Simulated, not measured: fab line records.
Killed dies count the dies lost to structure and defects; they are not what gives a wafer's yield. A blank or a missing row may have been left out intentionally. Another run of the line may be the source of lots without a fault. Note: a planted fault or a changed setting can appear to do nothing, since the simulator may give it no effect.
Chamber matching ; flow n5Finfet ; rieDiel-06 running N5_BEOL_M0_SAQP_ETCH_107: 4 sister chambers
The step etches SiNx in CH3F/O2, target depth 30 nm. 20 wafers are shown with their chamber, then 10 later ones without.

WAFERS PAIRED WITH THEIR CHAMBERS
wafer;chamber;showerheadPlenumPTorr (Torr);drypumpMotorCurrentA (A);throttleValvePct (%)
L080.1;2;2.03;6.1;16.55
L080.3;3;2.09;5.7;16.36
L080.6;3;2.09;5.7;16.36
L081.3;1;1.84;5.5;16.36
L081.4;0;2.07;5.9;16.14
L081.5;2;2.02;6.1;16.54
L082.2;3;2.09;5.7;16.38
L082.3;2;2.02;6.0;16.56
L082.5;0;2.07;5.9;16.15
L085.1;0;2.07;5.9;16.15
L085.2;3;2.09;5.7;16.38
L085.6;0;2.07;5.9;16.15
L087.3;1;1.84;5.5;16.39
L087.5;2;2.02;6.0;16.57
L087.6;1;1.84;5.5;16.39
L090.2;2;2.02;6.0;16.57
L090.3;3;2.09;5.7;16.39
L090.4;1;1.84;5.5;16.38
L091.3;2;2.02;6.1;16.58
L091.5;0;2.06;5.9;16.18

SIGNATURES (averages over the wafers above)
reading;chamber 0;chamber 1;chamber 2;chamber 3;scatter within a chamber
showerheadPlenumPTorr;2.0680;1.8400;2.0217;2.0900;0.0032
drypumpMotorCurrentA;5.900;5.500;6.050;5.700;0.0306
throttleValvePct;16.1540;16.3800;16.5617;16.3740;0.0144
Rule: distance of a wafer from a chamber = root of the sum over the readings of ((wafer's reading minus chamber's mean) / reading's scatter) squared. If the next closest chamber is less than 2 further off than the closest, the wafer can't be placed; otherwise it belongs to the closest. How the scatter is found: for the shown wafers, subtract from each reading the mean of its chamber, square and add these, divide the total by (wafers less chambers), then take the root.

WAFERS WITH NO CHAMBER GIVEN
wafer;showerheadPlenumPTorr (Torr);drypumpMotorCurrentA (A);throttleValvePct (%)
L091.6;2.09;5.7;16.40
L094.1;1.84;5.6;16.39
L094.5;2.06;5.9;16.19
L094.6;2.08;5.7;16.41
L095.2;2.02;6.0;16.58
L095.3;2.06;5.9;16.17
L095.5;2.06;5.9;16.16
L097.1;2.08;5.7;16.42
L097.2;2.06;5.9;16.17
L097.3;2.02;6.1;16.61

CHAMBER TAKEN BY EACH
wafer;from the rows above;in truth
L091.6;3;3
L094.1;1;1
L094.5;0;0
L094.6;3;3
L095.2;2;2
L095.3;0;0
L095.5;0;0
L097.1;3;3
L097.2;0;0
L097.3;2;2
10 of 10 placed correctly. Left unplaced by these rows: 0. Placed wrongly: 0.
